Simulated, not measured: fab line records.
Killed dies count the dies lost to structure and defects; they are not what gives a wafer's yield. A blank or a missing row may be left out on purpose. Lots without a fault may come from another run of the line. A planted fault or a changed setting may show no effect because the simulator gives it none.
Matching of chambers | flow n5-finfet | N5_BEOL_M1_PECVD_72 on pecvd-01: 3 sister chambers
The step deposits SiO2 from TEOS/O2, target thk 16 nm, time 18 s. 16 wafers are shown with their chamber, then 8 later ones without.

== EACH WAFER AND ITS CHAMBER ==
wafer  | chamber | throttle-valve-pct (%) | heater-power-w (W) | heater-power-outer-w (W)
L074.4 | 0       | 20.5                   | 715                | 421
L074.5 | 1       | 22.6                   | 644                | 372
L074.6 | 2       | 22.0                   | 874                | 536
L077.2 | 1       | 22.2                   | 666                | 386
L077.3 | 0       | 20.5                   | 725                | 457
L077.6 | 2       | 21.8                   | 775                | 456
L079.3 | 2       | 22.1                   | 877                | 544
L079.4 | 0       | 20.4                   | 778                | 463
L079.6 | 2       | 21.5                   | 901                | 552
L083.2 | 0       | 20.2                   | 708                | 430
L083.3 | 2       | 21.8                   | 844                | 516
L083.5 | 2       | 21.8                   | 876                | 525
L084.1 | 0       | 20.2                   | 628                | 368
L084.3 | 1       | 22.3                   | 690                | 403
L084.6 | 0       | 20.3                   | 647                | 351
L087.2 | 2       | 22.1                   | 863                | 538

SIGNATURES (averages over the wafers above)
reading              | chamber 0 | chamber 1 | chamber 2 | scatter within a chamber
throttle-valve-pct   | 20.350    | 22.367    | 21.871    | 0.187
heater-power-w       | 700.17    | 666.67    | 858.57    | 44.7
heater-power-outer-w | 415.00    | 387.00    | 523.86    | 36.5
Rule: for each reading, subtract the chamber's mean from the wafer's reading, divide by that reading's scatter and square the result; add these up over the readings and take the root, which gives the wafer's distance from the chamber. The wafer belongs to the nearest chamber; if the next one is less than 2 further off, it can't be placed. The scatter is the square root of a quotient: the sum, over the shown wafers, of each reading's squared deviation from its chamber's mean, divided by wafers minus chambers.

== WAFERS MISSING THEIR CHAMBER ==
wafer  | throttle-valve-pct (%) | heater-power-w (W) | heater-power-outer-w (W)
L087.5 | 21.9                   | 875                | 531
L087.6 | 20.4                   | 763                | 464
L088.3 | 22.0                   | 885                | 552
L088.4 | 22.5                   | 573                | 309
L088.6 | 20.6                   | 673                | 409
L096.1 | 20.5                   | 799                | 476
L096.2 | 21.9                   | 839                | 529
L096.3 | 22.3                   | 673                | 396

== WHICH CHAMBER EACH ONE RAN IN ==
wafer  | from the rows above | in truth
L087.5 | 2                   | 2
L087.6 | 0                   | 0
L088.3 | 2                   | 2
L088.4 | 1                   | 1
L088.6 | 0                   | 0
L096.1 | 0                   | 0
L096.2 | 2                   | 2
L096.3 | 1                   | 1
Correct placement for 8 of the 8. Not placeable from these rows: 0. Placed wrongly: 0.
